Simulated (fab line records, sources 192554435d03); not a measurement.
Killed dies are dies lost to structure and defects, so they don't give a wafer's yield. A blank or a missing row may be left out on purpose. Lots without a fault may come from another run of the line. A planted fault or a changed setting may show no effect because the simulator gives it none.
A struck lot beside a sound one | flow n5_finfet | 27 steps out of a route of 1938
Sound: wafers L726.2, L726.5, L726.6. Struck: wafers L735.2, L735.4, L735.6. The cause comes at the end.
At each step with rows: each side's tool, then ch and its chambers, then its first start. Under that, the readings that differ: sound wafers | struck wafers | difference of the means | sigmas: that difference in standard deviations of wafers without a fault.
alike: readings whose means differ by less than 2 such deviations, and words and numbers that are the same on both sides. not compared: withheld readings, readings that some wafer has no value for, bounds like >300 that may hide the same value, and numbers for which the record gives no deviation and whose values overlap.
The two part at a step that has a row with sigmas, a row that says differs or no value, or rows on one side only. Numbers that don't overlap but have no deviation are shown without sigmas and don't part them. A reading that every wafer of one side lacks parts them only if that side has two wafers or more.

first, 9 steps without rows for these wafers: N5_FIN_SAQP_PRECLEAN_38 (cleans in O3/DIW, time 45 s); N5_FIN_SAQP_PRECLEAN_45 (cleans in dHF, time 10 s); N5_FIN_SAQP_SRD_39 (time 30 s); N5_FIN_CUT_COAT_18 (time 60 s, resist thk 230 nm); N5_FIN_CUT_COAT_19 (time 60 s, resist thk 20 nm); N5_FIN_CUT_COAT_29 (time 60 s, resist thk 10 nm); N5_FIN_CUT_COAT_02 (resist thk 30 nm); N5_FIN_CUT_EBR_04; N5_FIN_CUT_SOFTBAKE_03 (time 60 s).
N5_FIN_CUT_EXPOSE_05: exposes mask FIN CUT.
  sound on euv_scanner-02 ch 0, day 3 09:25; struck on euv_scanner-02 ch 0, day 5 14:07
  reading              | sound             | struck            | difference | sigmas
  exposure_dose_mJ_cm2 | 45.72 45.71 45.71 | 49.49 49.48 49.49 | +3.77      | +18
  alike: mask
then, 2 steps without rows for these wafers: N5_FIN_CUT_PEB_06 (peb time 60 s); N5_FIN_CUT_DEVELOP_07 (develop time 30 s).
N5_FIN_CUT_CD_MEAS_08: target cd 29.1 nm.
  sound on cd_sem-03 ch 0, day 3 09:33; struck on cd_sem-02 ch 0, day 5 14:14
  reading    | sound             | struck            | difference | sigmas
  cd_nm (nm) | 29.17 29.15 28.90 | 30.84 30.34 30.52 | +1.49      | +6
then, 1 step without rows for these wafers: N5_FIN_CUT_DESCUM_13 (chemistry O2, time 7 s).
N5_FIN_CUT_ETCH_30: etches underlayer in N2/H2, target depth 13 nm, time 10.4 s.
  sound on rie_diel-02 ch 1,3, day 3 10:10; struck on rie_diel-02 ch 0,1, day 5 14:28
  reading                         | sound | struck      | difference | sigmas
  model.FIN_CUT.cd_offset_nm (nm) | 0 0 0 | 1.4 1.2 1.2 | +1.3       |
  alike: drypump_motor_current_A, etch_rf_on_time_s, oes_product_au, rf_vpp_V, showerhead_plenum_p_Torr, throttle_valve_pct
  not compared: rf_hours_counter_h
then, 9 steps without rows for these wafers: N5_FIN_CUT_ETCH_20 (etches SiARC in CF4, target depth 26 nm, time 43.3 s); N5_FIN_CUT_ETCH_21 (etches SOC in N2/H2, target depth 219 nm, overetch 43.8 nm, time 523.5 s); N5_FIN_CUT_STRIP_23 (strips in N2/H2); N5_FIN_CUT_STRIP_31 (strips in N2/H2); N5_FIN_CUT_STRIP_24 (strips in CF4); N5_FIN_CUT_CUT_ETCH_26 (etches SiNx in CH3F/O2, target depth 39 nm, time 55.7 s); N5_FIN_CUT_CUT_ETCH_27 (etches SiO2 in CHF3/O2, target depth 4 nm, overetch 2 nm, time 4.9 s); N5_FIN_CUT_PRECLEAN_35 (cleans in vHF, time 13.3 s); N5_FIN_CUT_CUT_ETCH_15 (etches Si in HBr/Cl2/O2, target depth 100 nm, bt time 10 s, time 42.4 s).
N5_FIN_CUT_CUT_ETCH_28: etches Si in HBr/Cl2/O2, target depth 6 nm, time 2.4 s.
  sound on rie_si-04 ch 1,2, day 3 10:50; struck on rie_si-03 ch 2,3, day 5 15:08
  reading                         | sound         | struck  | difference | sigmas
  model.FIN_CUT.cd_offset_nm (nm) | -0.6 -0.6 0.4 | 2.4 2 2 | +2.4       |
  alike: drypump_motor_current_A, oes_o_777_au, oes_product_au, throttle_valve_pct
  not compared: rf_hours_counter_h
then, 1 step without rows for these wafers: N5_FIN_CUT_STRIP_22 (strips in N2/H2).
-- the record jumps here: 12 days lie between the struck wafers' starts before and after (it left off in module FIN_CUT and takes up again in module PASSIVATION, whose first step shown is number 1936 of the route) --
N5_PASSIVATION_PROBE_49:
  the record has rows for the struck wafers here (prober-01, day 17 07:55) and none for the sound ones

WHERE THEY PART
First at N5_FIN_CUT_EXPOSE_05; last, within this record, at N5_PASSIVATION_PROBE_49.

WHY: what the simulator had put in
Process parameter drift: euv_scanner-02, from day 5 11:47 on, at N5_FIN_CUT_EXPOSE_05. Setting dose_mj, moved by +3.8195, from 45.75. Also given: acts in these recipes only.
